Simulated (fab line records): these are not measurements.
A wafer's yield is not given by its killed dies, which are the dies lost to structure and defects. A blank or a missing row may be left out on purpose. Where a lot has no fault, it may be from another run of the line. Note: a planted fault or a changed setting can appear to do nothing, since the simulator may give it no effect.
Chamber matching | flow n5 finfet | N5_MOL_CONTACT_COAG_ALD_131 on ald sin-04: 4 sister chambers
The step deposits SiO2, target thk 5 nm, pulse time 1 s, co reactant pulse time 1 s. 4 wafers are shown with their chamber, then 7 later ones without.

== EACH WAFER AND ITS CHAMBER ==
wafer  | chamber | heater power w (W)
L080.5 | 0       | 91
L083.6 | 2       | 102
L089.1 | 3       | 81
L089.4 | 1       | 72

== WAFERS WITH NO CHAMBER GIVEN ==
wafer  | heater power w (W)
L089.5 | 83
L095.1 | 93
L095.3 | 70
L095.4 | 107
L096.1 | 71
L096.3 | 86
L096.5 | 108

== WHICH CHAMBER EACH ONE RAN IN ==
wafer  | from the rows above     | in truth
L089.5 | can't be placed: 3 or 0 | 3
L095.1 | can't be placed: 0 or 2 | 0
L095.3 | 1                       | 1
L095.4 | 2                       | 2
L096.1 | 1                       | 1
L096.3 | can't be placed: 0 or 3 | 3
L096.5 | 2                       | 2
4 of 7 placed correctly. These rows do not allow placing 3 (true chamber among the candidates in 3). Placed wrongly: 0.
How it was worked out, from the rows above alone: a wafer's distance from a chamber is the root of the sum, over the readings, of the square of ((its reading less the chamber's mean) divided by the reading's scatter). The wafer belongs to the nearest chamber; if the next one is less than 2 further off, it can't be placed. The mean given for a chamber averages the wafers shown for that chamber. The scatter (one wafer shown for each chamber): square how far every hidden wafer sits from the nearest shown wafer, average those squares and take the square root.
